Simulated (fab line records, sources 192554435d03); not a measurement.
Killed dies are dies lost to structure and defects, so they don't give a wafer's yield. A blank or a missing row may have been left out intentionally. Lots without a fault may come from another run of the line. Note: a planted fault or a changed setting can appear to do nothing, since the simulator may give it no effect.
Chamber matching || flow n5_finfet || rie_diel-06 running N5_BEOL_M10_STRIP_67: 4 sister chambers
The step strips in CF4. 18 wafers are shown with their chamber, then 9 later ones without.

== WAFERS WITH THEIR CHAMBER ==
{"wafer": "L074.3", "chamber": 3, "drypump_motor_current_A (A)": 5.7, "showerhead_plenum_p_Torr (Torr)": 1.84, "throttle_valve_pct (%)": 13.29}
{"wafer": "L074.4", "chamber": 1, "drypump_motor_current_A (A)": 6.5, "showerhead_plenum_p_Torr (Torr)": 1.85, "throttle_valve_pct (%)": 13.28}
{"wafer": "L074.6", "chamber": 3, "drypump_motor_current_A (A)": 5.7, "showerhead_plenum_p_Torr (Torr)": 1.84, "throttle_valve_pct (%)": 13.30}
{"wafer": "L075.1", "chamber": 2, "drypump_motor_current_A (A)": 6.4, "showerhead_plenum_p_Torr (Torr)": 1.82, "throttle_valve_pct (%)": 13.27}
{"wafer": "L075.2", "chamber": 0, "drypump_motor_current_A (A)": 5.3, "showerhead_plenum_p_Torr (Torr)": 1.71, "throttle_valve_pct (%)": 13.81}
{"wafer": "L075.4", "chamber": 1, "drypump_motor_current_A (A)": 6.5, "showerhead_plenum_p_Torr (Torr)": 1.85, "throttle_valve_pct (%)": 13.27}
{"wafer": "L083.1", "chamber": 2, "drypump_motor_current_A (A)": 6.4, "showerhead_plenum_p_Torr (Torr)": 1.82, "throttle_valve_pct (%)": 13.32}
{"wafer": "L083.2", "chamber": 3, "drypump_motor_current_A (A)": 5.7, "showerhead_plenum_p_Torr (Torr)": 1.83, "throttle_valve_pct (%)": 13.34}
{"wafer": "L083.3", "chamber": 0, "drypump_motor_current_A (A)": 5.3, "showerhead_plenum_p_Torr (Torr)": 1.70, "throttle_valve_pct (%)": 13.85}
{"wafer": "L083.4", "chamber": 1, "drypump_motor_current_A (A)": 6.4, "showerhead_plenum_p_Torr (Torr)": 1.85, "throttle_valve_pct (%)": 13.29}
{"wafer": "L083.5", "chamber": 0, "drypump_motor_current_A (A)": 5.3, "showerhead_plenum_p_Torr (Torr)": 1.70, "throttle_valve_pct (%)": 13.84}
{"wafer": "L083.6", "chamber": 3, "drypump_motor_current_A (A)": 5.7, "showerhead_plenum_p_Torr (Torr)": 1.83, "throttle_valve_pct (%)": 13.33}
{"wafer": "L085.1", "chamber": 2, "drypump_motor_current_A (A)": 6.4, "showerhead_plenum_p_Torr (Torr)": 1.82, "throttle_valve_pct (%)": 13.34}
{"wafer": "L085.2", "chamber": 3, "drypump_motor_current_A (A)": 5.7, "showerhead_plenum_p_Torr (Torr)": 1.83, "throttle_valve_pct (%)": 13.36}
{"wafer": "L085.6", "chamber": 2, "drypump_motor_current_A (A)": 6.4, "showerhead_plenum_p_Torr (Torr)": 1.82, "throttle_valve_pct (%)": 13.34}
{"wafer": "L087.2", "chamber": 1, "drypump_motor_current_A (A)": 6.5, "showerhead_plenum_p_Torr (Torr)": 1.84, "throttle_valve_pct (%)": 13.33}
{"wafer": "L087.3", "chamber": 3, "drypump_motor_current_A (A)": 5.7, "showerhead_plenum_p_Torr (Torr)": 1.83, "throttle_valve_pct (%)": 13.38}
{"wafer": "L087.6", "chamber": 2, "drypump_motor_current_A (A)": 6.4, "showerhead_plenum_p_Torr (Torr)": 1.82, "throttle_valve_pct (%)": 13.34}

SIGNATURES, as means of the wafers listed above
{"reading": "drypump_motor_current_A", "chamber 0": 5.300, "chamber 1": 6.475, "chamber 2": 6.400, "chamber 3": 5.700, "scatter within a chamber": 0.0231}
{"reading": "showerhead_plenum_p_Torr", "chamber 0": 1.7033, "chamber 1": 1.8475, "chamber 2": 1.8200, "chamber 3": 1.8333, "scatter within a chamber": 0.00443}
{"reading": "throttle_valve_pct", "chamber 0": 13.8333, "chamber 1": 13.2925, "chamber 2": 13.3220, "chamber 3": 13.3333, "scatter within a chamber": 0.0299}
Rule: a wafer lies at a distance from a chamber equal to the root of the sum of squares, over the readings, of (its reading less the chamber's mean, divided by the reading's scatter). If the next closest chamber is less than 2 further off than the closest, the wafer can't be placed; otherwise it belongs to the closest. The scatter is the square root of a quotient: the sum, over the shown wafers, of each reading's squared deviation from its chamber's mean, divided by wafers minus chambers.

== WAFERS MISSING THEIR CHAMBER ==
{"wafer": "L093.1", "drypump_motor_current_A (A)": 6.5, "showerhead_plenum_p_Torr (Torr)": 1.84, "throttle_valve_pct (%)": 13.36}
{"wafer": "L093.5", "drypump_motor_current_A (A)": 5.7, "showerhead_plenum_p_Torr (Torr)": 1.82, "throttle_valve_pct (%)": 13.39}
{"wafer": "L093.6", "drypump_motor_current_A (A)": 5.3, "showerhead_plenum_p_Torr (Torr)": 1.91, "throttle_valve_pct (%)": 13.33}
{"wafer": "L095.1", "drypump_motor_current_A (A)": 6.4, "showerhead_plenum_p_Torr (Torr)": 1.81, "throttle_valve_pct (%)": 13.38}
{"wafer": "L095.2", "drypump_motor_current_A (A)": 5.3, "showerhead_plenum_p_Torr (Torr)": 1.91, "throttle_valve_pct (%)": 13.34}
{"wafer": "L095.4", "drypump_motor_current_A (A)": 5.7, "showerhead_plenum_p_Torr (Torr)": 1.82, "throttle_valve_pct (%)": 13.39}
{"wafer": "L097.2", "drypump_motor_current_A (A)": 6.4, "showerhead_plenum_p_Torr (Torr)": 1.81, "throttle_valve_pct (%)": 13.39}
{"wafer": "L097.4", "drypump_motor_current_A (A)": 5.3, "showerhead_plenum_p_Torr (Torr)": 1.91, "throttle_valve_pct (%)": 13.34}
{"wafer": "L097.5", "drypump_motor_current_A (A)": 6.4, "showerhead_plenum_p_Torr (Torr)": 1.81, "throttle_valve_pct (%)": 13.38}

== WHICH CHAMBER EACH WENT THROUGH ==
{"wafer": "L093.1", "from the rows above": 1, "in truth": 1}
{"wafer": "L093.5", "from the rows above": 3, "in truth": 3}
{"wafer": "L093.6", "from the rows above": 3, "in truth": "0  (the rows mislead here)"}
{"wafer": "L095.1", "from the rows above": 2, "in truth": 2}
{"wafer": "L095.2", "from the rows above": 3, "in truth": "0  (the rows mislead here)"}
{"wafer": "L095.4", "from the rows above": 3, "in truth": 3}
{"wafer": "L097.2", "from the rows above": 2, "in truth": 2}
{"wafer": "L097.4", "from the rows above": 3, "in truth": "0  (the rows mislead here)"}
{"wafer": "L097.5", "from the rows above": 2, "in truth": 2}
Correct placement for 6 of the 9. From these rows, 0 cannot be placed. 3 placed wrongly.
